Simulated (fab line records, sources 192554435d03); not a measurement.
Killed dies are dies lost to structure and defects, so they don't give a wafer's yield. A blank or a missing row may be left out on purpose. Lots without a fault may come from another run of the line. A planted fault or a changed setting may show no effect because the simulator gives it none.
Split-lot experiment | flow n5_finfet | 7 lots, 21 wafers read, on a route of 1938 steps

THE SPLIT
At N5_BEOL_M9_ILD_DEP_00 (deposits SiCOH lowk from DEMS/porogen, target thk 308.51 nm, time 58 s), the setting time_s was moved away from the recipe's 58 s on 6 of the 21 wafers read, by -3.8% to +14.7%. The other wafers ran this setting at the recipe's value.

FROM THE SPLIT TO THE READING: what the file shows between them, 1 step
- N5_BEOL_M9_CURE_71: cures SiCOH lowk, time 240 s

THE READING
M9_ILD_THK, in nm, at N5_BEOL_M9_THK_MEAS_01. Fault-free wafers of this fab line usually give 269 nm, standard deviation 3.7 nm.

wafer  | tool, chamber at the split | time_s as run, s | against the recipe | M9_ILD_THK, nm | against lot-mates on the recipe
L078.2 | pecvd-03, 0                | 55.79            | -3.8%              | 257            | no lot-mate on the recipe
L078.4 | pecvd-03, 2                | 55.79            | -3.8%              | 256            | no lot-mate on the recipe
L078.5 | pecvd-03, 1                | 55.79            | -3.8%              | 261            | no lot-mate on the recipe
L087.2 | pecvd-01, 2                | 58               | recipe             | 268            | -
L087.5 | pecvd-01, 2                | 66.5             | +14.7%             | 307            | +38
L087.6 | pecvd-01, 1                | 58               | recipe             | 269            | -
L088.1 | pecvd-03, 2                | 58               | recipe             | 261            | -
L088.2 | pecvd-03, 0                | 58               | recipe             | 269            | -
L088.6 | pecvd-03, 0                | 66.36            | +14.4%             | 311            | +46
L090.2 | pecvd-01, 1                | 58               | recipe             | 269            | -
L090.3 | pecvd-01, 1                | 58               | recipe             | 267            | -
L090.5 | pecvd-01, 1                | 58               | recipe             | 272            | -
L095.2 | pecvd-01, 2                | 58               | recipe             | 270            | -
L095.3 | pecvd-01, 0                | 58               | recipe             | 270            | -
L095.5 | pecvd-01, 1                | 58               | recipe             | 273            | -
L096.1 | pecvd-04, 1                | 58               | recipe             | 265            | -
L096.2 | pecvd-04, 0                | 58               | recipe             | 266            | -
L096.6 | pecvd-04, 0                | 60.39            | +4.1%              | 283            | +18
L097.3 | pecvd-04, 2                | 58               | recipe             | 266            | -
L097.4 | pecvd-04, 2                | 58               | recipe             | 271            | -
L097.5 | pecvd-04, 1                | 58               | recipe             | 273            | -

THE FIT
A straight line over all 21 wafers: M9_ILD_THK changes by +2.8 nm for each +1% of time_s; r = +0.98; the points scatter about the line by 3.1 nm.
The same after taking each lot's own level away (the mean of its wafers on the recipe; 18 wafers): +2.94 nm for each +1%; r = +0.98; scatter 3 nm.
On that fit, the largest move of time_s shifts the reading by 43 nm.
The lots' own levels span 265.0 to 271.0 nm, that is 1.6 times the standard deviation above.
So the lot-to-lot level changes the slope little: the two slopes agree.
Check: with one of the wafers moved furthest among these (+14.7%) left out of the fit, the line predicts +47.9 nm for it against its lot-mates. It came out at +38.5 nm against them.

OTHER SPLITS ON THESE WAFERS
These wafers also went through other splits before the reading. Each is held against what the fit with the lots' levels taken away leaves over:
other split on the same wafers     | wafers away from the commonest value | r with M9_ILD_THK (lot level and that fit taken away)
N5_BEOL_M7_DESCUM_33 time_s        | 8                                    | +0.13
N5_BEOL_M7_TRENCH_ETCH_37 source_w | 6                                    | +0.08
N5_BEOL_M8_COAT_60 spin_rpm        | 6                                    | +0.17

THE WHOLE CHAIN: every reading that the file lists as answering this split, in the file's order
step                   | what it does                                                           | reading                                                                                  | change (the file's fit)              | r (the file's)
N5_BEOL_M9_ILD_DEP_00  | deposits SiCOH lowk from DEMS/porogen, target thk 308.51 nm, time 58 s | SiCOH_lowk_of_BEOL_M9_ILD_DEP_00.thk_nm (the simulator's own value, which no gauge read) | +3.37 nm for each +1% of the setting | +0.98
N5_BEOL_M9_CURE_71     | cures SiCOH lowk, time 240 s                                           | SiCOH_lowk_of_BEOL_M9_ILD_DEP_00.thk_nm (the simulator's own value, which no gauge read) | +2.98 nm for each +1% of the setting | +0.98
N5_BEOL_M9_THK_MEAS_01 |                                                                        | M9_ILD_THK                                                                               | +2.98 for each +1% of the setting    | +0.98

THE FILE'S OWN FIT
M9_ILD_THK changes by +2.98 nm for each +1% of time_s, r = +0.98.
